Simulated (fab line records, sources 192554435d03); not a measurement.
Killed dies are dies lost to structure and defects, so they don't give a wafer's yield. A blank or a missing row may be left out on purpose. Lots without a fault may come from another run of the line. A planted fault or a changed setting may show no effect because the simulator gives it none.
Chamber matching | flow n5_finfet | N5_MOL_CONTACT_COAG_ETCH_48 on rie_diel-01: 4 sister chambers
The step etches SiOC in C4F6/O2, target depth 15 nm, overetch 4.5 nm, time 17 s. 8 wafers are shown with their chamber, then 8 later ones without.

WAFERS WITH THEIR CHAMBER
wafer  | chamber | drypump_motor_current_A (A) | rf_vpp_V (V)
L078.5 | 3       | 5.7                         | 1578
L081.2 | 3       | 5.7                         | 1577
L081.5 | 1       | 5.7                         | 1633
L086.6 | 2       | 5.2                         | 1618
L088.3 | 1       | 5.7                         | 1632
L088.4 | 0       | 6.1                         | 1620
L088.5 | 2       | 5.2                         | 1618
L094.2 | 0       | 6.0                         | 1648

WAFERS WITHOUT THEIR CHAMBER
wafer  | drypump_motor_current_A (A) | rf_vpp_V (V)
L094.3 | 5.7                         | 1576
L094.5 | 5.7                         | 1575
L095.1 | 6.1                         | 1647
L095.4 | 5.2                         | 1618
L095.6 | 5.7                         | 1576
L097.2 | 5.7                         | 1632
L097.5 | 5.7                         | 1574
L097.6 | 6.0                         | 1647

WHICH CHAMBER EACH WENT THROUGH
wafer  | from the rows above | in truth
L094.3 | 3                   | 3
L094.5 | 3                   | 3
L095.1 | 0                   | 0
L095.4 | 2                   | 2
L095.6 | 3                   | 3
L097.2 | 1                   | 1
L097.5 | 3                   | 3
L097.6 | 0                   | 0
Placed correctly: 8 of 8. Can't be placed from these rows: 0. Placed wrongly: 0.
How it was worked out, from the rows above alone: a wafer's distance from a chamber is the root of the sum, over the readings, of the square of ((its reading less the chamber's mean) divided by the reading's scatter). The wafer belongs to the nearest chamber; if the next one is less than 2 further off, it can't be placed. A chamber's mean is the mean of its shown wafers. The scatter: the root of (the sum of the squares of (reading less its chamber's mean) over the shown wafers, divided by (wafers less chambers)).
